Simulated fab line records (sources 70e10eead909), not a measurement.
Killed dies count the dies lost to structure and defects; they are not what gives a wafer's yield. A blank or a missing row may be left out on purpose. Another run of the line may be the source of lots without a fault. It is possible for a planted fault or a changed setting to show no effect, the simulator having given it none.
A lot that was struck, set against a sound lot + flow nand_harc + 14 steps out of a route of 1302
Sound: these wafers, L600.2, L600.5, L600.6. Wafers L619.3, L619.4, L619.6 were the ones struck. The cause is given at the end.
At each step with rows: each side's tool, then ch and its chambers, then its first start. Under that, the readings that differ: sound wafers + struck wafers + difference of the means + sigmas: that difference in standard deviations of wafers without a fault.
alike: a reading whose means differ by less than 2 such deviations, as well as words and numbers matching on both sides. not compared: withheld readings; readings where some wafer has no value; bounds like >300 that might hide an equal value; numbers whose values overlap and for which the record gives no deviation.
Wherever a step has rows on one side only, a row that says differs or no value, or a row with sigmas, the two part there. Non-overlapping numbers with no deviation appear without sigmas and do not part them. Lack of a reading on every wafer of one side parts them only where that side has two or more wafers.

NHARC_P_M0_CMP_23: polishes, t overpolish 20 s, target thk 117.54 nm.
  sound on cmp-04 ch 0,1,2, day 7 08:26; struck on cmp-01 ch 1,2, day 15 10:37
| reading                | sound    | struck   | difference | sigmas |
|------------------------|----------|----------|------------|--------|
| time_to_endpoint_s (s) | 26 25 24 | 33 31 30 | +6         | +2     |
  alike: motor_current_A
NHARC_P_M0_THK_MEAS_24: measures by xrf.
  sound on film_metro-01 at day 7 08:41; struck on film_metro-01 at day 15 10:55
| reading     | sound             | struck            | difference | sigmas |
|-------------|-------------------|-------------------|------------|--------|
| thk_nm (nm) | 117.6 116.4 114.4 | 122.1 119.4 118.2 | +3.8       | +2     |
following that, these wafers have no rows for 1 step: NHARC_P_M0_SRD_25.
NHARC_P_M0_INSPECT_27:
  sound on defect_inspect-01 at day 7 08:50; struck on defect_inspect-01 at day 15 11:05
  alike: raw_defect_count
NHARC_P_M0_PRE_CLEAN_31: time 12 s.
  sound on pecvd-02 ch 0,1,2, day 7 08:56; struck on pecvd-04 ch 0,2, day 15 11:10
| reading            | sound       | struck      | difference | sigmas |
|--------------------|-------------|-------------|------------|--------|
| heater_power_w (W) | 559 530 676 | 815 665 812 | +176       | +2     |
NHARC_P_M0_DEP_32: deposits SiCN, target thk 30 nm.
  sound on pecvd-02 ch 0,1,2, day 7 09:05; struck on pecvd-04 ch 0,2, day 15 11:16
  alike: heater_power_w
then, 5 steps without rows for these wafers: NHARC_P_M1_DEP_00 (deposits SiOC, target thk 182.5 nm); NHARC_P_M1_DEHYDRATE_01 (time 120 s); NHARC_P_M1_HMDS_02 (time 30 s); NHARC_P_M1_COAT_34 (time 65 s); NHARC_P_M1_COAT_03 (resist thk 90 nm).
NHARC_P_M1_SOFTBAKE_04: time 55 s.
  sound on litho_track-06 ch 0, day 7 09:00; struck on litho_track-06 ch 0, day 15 12:00
| reading                  | sound                | struck               | difference | sigmas |
|--------------------------|----------------------|----------------------|------------|--------|
| heater_power_total_W (W) | 188.76 188.50 188.34 | 176.93 176.80 176.52 | -11.78     | -91    |
following that, these wafers have no rows for 1 step: NHARC_P_M1_EBR_05.
-- the record jumps here: 19 days lie between the struck wafers' starts before and after (it left off in module P_M1 and takes up again in module END, whose first step shown is number 1302 of the route) --
NHARC_END_SORT_01:
  only the struck wafers appear in the record here, on prober-01 ch 0 at day 34 03:22; the sound ones have no rows

WHERE THEY PART
Last at NHARC_END_SORT_01 as far as this record goes, first at NHARC_P_M0_CMP_23.

WHY: the cause the simulator had injected
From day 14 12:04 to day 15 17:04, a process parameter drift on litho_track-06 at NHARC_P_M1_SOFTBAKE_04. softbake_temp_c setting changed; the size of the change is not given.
